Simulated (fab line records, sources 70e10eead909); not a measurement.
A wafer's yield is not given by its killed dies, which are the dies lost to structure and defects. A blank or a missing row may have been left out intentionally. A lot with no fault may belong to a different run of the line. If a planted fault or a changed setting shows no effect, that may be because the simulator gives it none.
Chamber matching    flow nand_harc    NHARC_A_BLC_STRIP_29 on rie_diel-01 has 4 sister chambers
The step strips in CF4. 8 wafers are shown with their chamber, then 8 later ones without.

== EACH WAFER AND ITS CHAMBER ==
wafer   chamber  drypump_motor_current_A (A)  rf_vpp_V (V)
L076.2  3        5.9                          58.2
L081.5  3        5.9                          59.3
L082.1  2        5.6                          59.7
L082.4  0        5.1                          60.0
L088.1  0        5.2                          58.9
L088.5  2        5.7                          61.6
L088.6  1        5.3                          60.2
L092.2  1        5.3                          59.0

== WAFERS WHOSE CHAMBER IS MISSING ==
wafer   drypump_motor_current_A (A)  rf_vpp_V (V)
L092.3  5.6                          58.5
L092.4  6.0                          59.5
L093.3  5.1                          59.7
L093.5  5.2                          58.2
L093.6  5.3                          59.9
L095.1  5.9                          59.7
L095.5  5.9                          60.6
L095.6  5.1                          59.1

== THE CHAMBER EACH PASSED THROUGH ==
wafer   from the rows above      in truth
L092.3  2                        2
L092.4  3                        3
L093.3  0                        0
L093.5  can't be placed: 0 or 1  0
L093.6  1                        1
L095.1  3                        3
L095.5  3                        3
L095.6  0                        0
7 of 8 placed correctly. These rows do not allow placing 1 (true chamber among the candidates in 1). 0 placed wrongly.
How it was worked out, from the rows above alone: a wafer's distance from a chamber is the root of the sum, over the readings, of the square of ((its reading less the chamber's mean) divided by the reading's scatter). The wafer belongs to the nearest chamber; if the next one is less than 2 further off, it can't be placed. The mean given for a chamber averages the wafers shown for that chamber. How the scatter is found: for the shown wafers, subtract from each reading the mean of its chamber, square and add these, divide the total by (wafers less chambers), then take the root.
